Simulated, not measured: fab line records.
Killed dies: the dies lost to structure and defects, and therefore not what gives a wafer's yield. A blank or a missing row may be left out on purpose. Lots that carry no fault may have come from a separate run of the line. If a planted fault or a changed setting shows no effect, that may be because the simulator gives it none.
Which of the tools did it? + flow nand_harc + Sampling: 6 lots, 18 wafers, 4 of 1159 route steps

WHAT EACH GAUGE READ, for each wafer
NHARC_END_SORT_01.
| lot  | measured     | on        | sort_bin_3_pct (%) |
|------|--------------|-----------|--------------------|
| L122 | day 20 17:25 | prober-02 | 0.30 0.15 0        |
| L124 | day 21 07:55 | prober-01 | 0.15 0.30 0.15     |
| L125 | day 22 00:25 | prober-01 | 0.44 0.15 0.15     |
| L132 | day 23 18:58 | prober-01 | 0.44 0.15 0.15     |
| L133 | day 24 01:56 | prober-01 | 0.30 3.99 0.30     |
| L141 | day 25 01:21 | prober-01 | 0 0.15 0.15        |

WHICH TOOL RAN EACH LOT (tool, then ch and the chambers of the sampled wafers, then the start)
| lot  | NHARC_A_M0_STRIP_19                 | NHARC_THIN_TSV_STRIP_45              | NHARC_THIN_TSV_CMP_21         |
|------|-------------------------------------|--------------------------------------|-------------------------------|
| L122 | wet_bench-02 ch 2,5,7, day 18 10:47 | plasma_asher-02 ch 0,1, day 19 13:30 | cmp-02 ch 0,3, day 19 16:52   |
| L124 | wet_bench-01 ch 1,2,3, day 19 00:22 | plasma_asher-02 ch 0,1, day 20 02:38 | cmp-04 ch 0,2,3, day 20 06:13 |
| L125 | wet_bench-01 ch 0,1,6, day 20 06:30 | plasma_asher-02 ch 0,1, day 21 06:55 | cmp-04 ch 1,2, day 21 10:14   |
| L132 | wet_bench-01 ch 0,2,4, day 22 00:56 | plasma_asher-01 ch 0,1, day 23 05:25 | cmp-03 ch 0,1,2, day 23 08:41 |
| L133 | wet_bench-01 ch 3,5,6, day 22 03:35 | plasma_asher-01 ch 0,1, day 23 07:48 | cmp-02 ch 0,2,3, day 23 11:41 |
| L141 | wet_bench-04 ch 1,4,7, day 23 01:02 | plasma_asher-01 ch 0,1, day 24 02:10 | cmp-04 ch 1,2, day 24 05:26   |
- NHARC_A_M0_STRIP_19: strips in post etch residue remover, time 600 s.
- NHARC_THIN_TSV_STRIP_45: strips in O2.
- NHARC_THIN_TSV_CMP_21: polishes, t overpolish 30 s, target thk 2000 nm.

THE ANSWER, worked out from the rows above alone
Rule: the usual values come from the lots themselves. Put in order of their means at a reading, lots are off if they are a third of the lots or fewer, leave a main group of 4 or more, and stand apart from it by a gap of 3 or more times the standard deviation of the main group's means; of several such gaps the widest counts. A main group is skipped when, at the precision printed for the reading in the tables above, its means are all equal. Also off: a lot with no number at a reading for which 4 or more lots have one. Any other lot the step has rows for is counted as sound.
Off: L133 (NHARC_END_SORT_01, sort_bin_3_pct). The main group has a mean of 0.19 % with a standard deviation of 0.057.
A tool fits if, at a process step before that reading, it ran every lot that is off, and no sound lot after the first of them. Those tools and the gauges at NHARC_END_SORT_01 are tried in the same way. This does not decide it: 2 tools fit, namely wet_bench-01 at NHARC_A_M0_STRIP_19 and cmp-02 at NHARC_THIN_TSV_CMP_21.

WHAT HAD BEEN PUT IN BY THE SIMULATOR
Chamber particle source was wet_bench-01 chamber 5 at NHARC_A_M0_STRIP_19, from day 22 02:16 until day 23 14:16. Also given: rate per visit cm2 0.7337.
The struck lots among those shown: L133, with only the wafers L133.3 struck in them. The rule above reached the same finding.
